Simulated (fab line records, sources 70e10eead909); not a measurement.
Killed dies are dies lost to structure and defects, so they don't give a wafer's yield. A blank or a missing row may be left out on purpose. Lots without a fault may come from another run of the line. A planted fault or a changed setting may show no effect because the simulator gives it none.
Which tool did it? | flow nand_harc | 14 lots, 42 wafers sampled, at 5 steps of a route of 1302

WHAT THE GAUGES READ, wafer by wafer
NHARC_P_CONTACT_CD_MEAS_12: target cd 90 nm.
lot  | measured     | on        | cd_nm (nm)
L218 | day 5 23:56  | cd_sem-02 | 90.2 90.6 89.8
L220 | day 6 14:21  | cd_sem-02 | 89.8 90.2 89.5
L221 | day 7 15:26  | cd_sem-01 | 90.7 95.6 96.2
L224 | day 8 06:49  | cd_sem-02 | 91.0 90.6 96.3
L225 | day 9 04:46  | cd_sem-03 | 90.2 91.1 90.7
L231 | day 11 02:11 | cd_sem-02 | 91.0 90.4 90.4
L232 | day 12 02:22 | cd_sem-03 | 90.0 90.7 90.2
L233 | day 12 06:46 | cd_sem-03 | 90.2 90.0 91.8
L234 | day 12 09:51 | cd_sem-01 | 90.5 90.2 89.7
L235 | day 13 05:54 | cd_sem-02 | 91.4 89.8 91.0
L236 | day 13 10:07 | cd_sem-03 | 89.8 89.4 90.7
L237 | day 13 16:42 | cd_sem-03 | 91.1 90.7 90.3
L239 | day 14 12:34 | cd_sem-01 | 90.3 90.9 90.6
L241 | day 15 08:01 | cd_sem-03 | 91.7 90.7 89.5

WHICH TOOL RAN EACH LOT (tool, then ch and the chambers of the sampled wafers, then the start)
lot  | NHARC_P_GATE_STRIP_112               | NHARC_P_GATE_RTA_80              | NHARC_P_GATE_RTA_82              | NHARC_P_CONTACT_PEB_10
L218 | plasma_asher-01 ch 0,1, day 5 18:08  | rtp_anneal-02 ch 0, day 5 21:42  | rtp_anneal-01 ch 0, day 5 22:10  | litho_track-04 ch 0, day 5 23:52
L220 | plasma_asher-01 ch 0,1, day 6 08:40  | rtp_anneal-02 ch 0, day 6 12:05  | rtp_anneal-02 ch 0, day 6 12:33  | litho_track-01 ch 0, day 6 14:16
L221 | plasma_asher-01 ch 0,1, day 7 09:39  | rtp_anneal-01 ch 0, day 7 13:11  | rtp_anneal-02 ch 0, day 7 13:38  | litho_track-04 ch 0, day 7 15:22
L224 | plasma_asher-02 ch 0,1, day 8 00:52  | rtp_anneal-01 ch 0, day 8 04:44  | rtp_anneal-01 ch 0, day 8 05:11  | litho_track-04 ch 0, day 8 06:44
L225 | plasma_asher-01 ch 0,1, day 8 22:47  | rtp_anneal-01 ch 0, day 9 02:20  | rtp_anneal-02 ch 0, day 9 02:48  | litho_track-01 ch 0, day 9 04:41
L231 | plasma_asher-02 ch 0,1, day 10 20:19 | rtp_anneal-01 ch 0, day 10 23:55 | rtp_anneal-02 ch 0, day 11 00:23 | litho_track-04 ch 0, day 11 02:06
L232 | plasma_asher-02 ch 0,1, day 11 20:36 | rtp_anneal-02 ch 0, day 12 00:14 | rtp_anneal-02 ch 0, day 12 00:41 | litho_track-04 ch 0, day 12 02:17
L233 | plasma_asher-02 ch 0,1, day 12 00:51 | rtp_anneal-01 ch 0, day 12 04:27 | rtp_anneal-02 ch 0, day 12 04:55 | litho_track-01 ch 0, day 12 06:41
L234 | plasma_asher-01 ch 0,1, day 12 03:58 | rtp_anneal-01 ch 0, day 12 07:35 | rtp_anneal-02 ch 0, day 12 08:02 | litho_track-01 ch 0, day 12 09:46
L235 | plasma_asher-01 ch 0,1, day 13 00:10 | rtp_anneal-02 ch 0, day 13 03:38 | rtp_anneal-01 ch 0, day 13 04:06 | litho_track-06 ch 0, day 13 05:49
L236 | plasma_asher-02 ch 0,1, day 13 04:23 | rtp_anneal-02 ch 0, day 13 07:51 | rtp_anneal-01 ch 0, day 13 08:19 | litho_track-06 ch 0, day 13 10:02
L237 | plasma_asher-01 ch 0, day 13 11:01   | rtp_anneal-01 ch 0, day 13 14:34 | rtp_anneal-02 ch 0, day 13 15:01 | litho_track-01 ch 0, day 13 16:37
L239 | plasma_asher-02 ch 0,1, day 14 06:40 | rtp_anneal-02 ch 0, day 14 10:16 | rtp_anneal-02 ch 0, day 14 10:44 | litho_track-04 ch 0, day 14 12:29
L241 | plasma_asher-01 ch 0,1, day 15 01:59 | rtp_anneal-02 ch 0, day 15 05:37 | rtp_anneal-01 ch 0, day 15 06:05 | litho_track-04 ch 0, day 15 07:56
- NHARC_P_GATE_STRIP_112: strips in N2/H2, time 200 s.
- NHARC_P_GATE_RTA_80: time 30 s.
- NHARC_P_GATE_RTA_82: time 30 s.
- NHARC_P_CONTACT_PEB_10: peb time 65 s.

WHAT THE TOOLS THEMSELVES READ (means of the sampled wafers that have a number; where no wafer has one, the mark that the record gives instead)
NHARC_P_GATE_STRIP_112.
lot  | tool            | drypump_motor_current_A (A) | heater_power_w (W)
L218 | plasma_asher-01 | 5.68                        | 91
L220 | plasma_asher-01 | 5.70                        | 92
L221 | plasma_asher-01 | 5.68                        | 91
L224 | plasma_asher-02 | 5.89                        | 75
L225 | plasma_asher-01 | 5.79                        | 86
L231 | plasma_asher-02 | 6.03                        | 74
L232 | plasma_asher-02 | 5.90                        | 77
L233 | plasma_asher-02 | 5.88                        | 78
L234 | plasma_asher-01 | 5.69                        | 91
L235 | plasma_asher-01 | 5.69                        | 91
L236 | plasma_asher-02 | 6.03                        | 75
L237 | plasma_asher-01 | 5.82                        | 82
L239 | plasma_asher-02 | 6.02                        | 76
L241 | plasma_asher-01 | 5.67                        | 91

NHARC_P_GATE_RTA_80.
lot  | tool          | lamp_power_pct (%) | wafer_temp_C_max
L218 | rtp_anneal-02 | 1.82               | 301.7
L220 | rtp_anneal-02 | 1.82               | 301.2
L221 | rtp_anneal-01 | 2.20               | 302.7
L224 | rtp_anneal-01 | 2.20               | 302.1
L225 | rtp_anneal-01 | 2.19               | 302.4
L231 | rtp_anneal-01 | 2.19               | 301.8
L232 | rtp_anneal-02 | 1.82               | 301.6
L233 | rtp_anneal-01 | 2.19               | 302.4
L234 | rtp_anneal-01 | 2.19               | 302.0
L235 | rtp_anneal-02 | 1.82               | 301.3
L236 | rtp_anneal-02 | 1.82               | 301.3
L237 | rtp_anneal-01 | 2.19               | 302.0
L239 | rtp_anneal-02 | 1.82               | 301.3
L241 | rtp_anneal-02 | 1.82               | 301.4

NHARC_P_GATE_RTA_82.
lot  | tool          | lamp_power_pct (%) | wafer_temp_C_max
L218 | rtp_anneal-01 | 4.3                | 453.2
L220 | rtp_anneal-02 | 3.6                | 451.9
L221 | rtp_anneal-02 | 3.6                | 452.1
L224 | rtp_anneal-01 | 4.3                | 453.4
L225 | rtp_anneal-02 | 3.6                | 452.1
L231 | rtp_anneal-02 | 3.6                | 452.1
L232 | rtp_anneal-02 | 3.6                | 452.1
L233 | rtp_anneal-02 | 3.6                | 451.8
L234 | rtp_anneal-02 | 3.6                | 452.0
L235 | rtp_anneal-01 | 4.3                | 454.2
L236 | rtp_anneal-01 | 4.3                | 452.7
L237 | rtp_anneal-02 | 3.6                | 452.2
L239 | rtp_anneal-02 | 3.6                | 451.7
L241 | rtp_anneal-01 | 4.3                | 452.5

NHARC_P_CONTACT_PEB_10.
lot  | tool           | heater_power_total_W (W)
L218 | litho_track-04 | 156.8
L220 | litho_track-01 | 156.2
L221 | litho_track-04 | 156.0
L224 | litho_track-04 | 156.7
L225 | litho_track-01 | 156.4
L231 | litho_track-04 | 156.4
L232 | litho_track-04 | 157.1
L233 | litho_track-01 | 156.3
L234 | litho_track-01 | 156.4
L235 | litho_track-06 | 156.6
L236 | litho_track-06 | 156.6
L237 | litho_track-01 | 156.4
L239 | litho_track-04 | 156.7
L241 | litho_track-04 | 156.9

THE ANSWER, worked out from the rows above alone
Rule: what is usual is taken from the lots themselves. Put in order of their means at a reading, lots are off if they are a third of the lots or fewer, leave a main group of 4 or more, and stand apart from it by a gap of 3 or more times the standard deviation of the main group's means; of several such gaps the widest counts. A main group whose means are all the same, to the digits that the tables above print for the reading, isn't used. A lot without any number at a reading at which 4 lots or more have one is off too. The other lots that the step has rows for count as sound. The gauges are gone through in route order, then the tools' own readings, and for those a lot's mean is taken as printed above. The first step at which some lot is off is used, and at that step the reading that is off furthest; a lot without a number counts as furthest.
Off: L221, L224, at NHARC_P_CONTACT_CD_MEAS_12 (cd_nm). The main group: mean 90.4 nm, standard deviation 0.3.
A tool fits if, at a process step before that reading, it ran every lot that is off, and no sound lot after the first of them. The gauges at NHARC_P_CONTACT_CD_MEAS_12 are tried like those tools. None of those tried fits.

WHAT THE SIMULATOR HAD PUT IN
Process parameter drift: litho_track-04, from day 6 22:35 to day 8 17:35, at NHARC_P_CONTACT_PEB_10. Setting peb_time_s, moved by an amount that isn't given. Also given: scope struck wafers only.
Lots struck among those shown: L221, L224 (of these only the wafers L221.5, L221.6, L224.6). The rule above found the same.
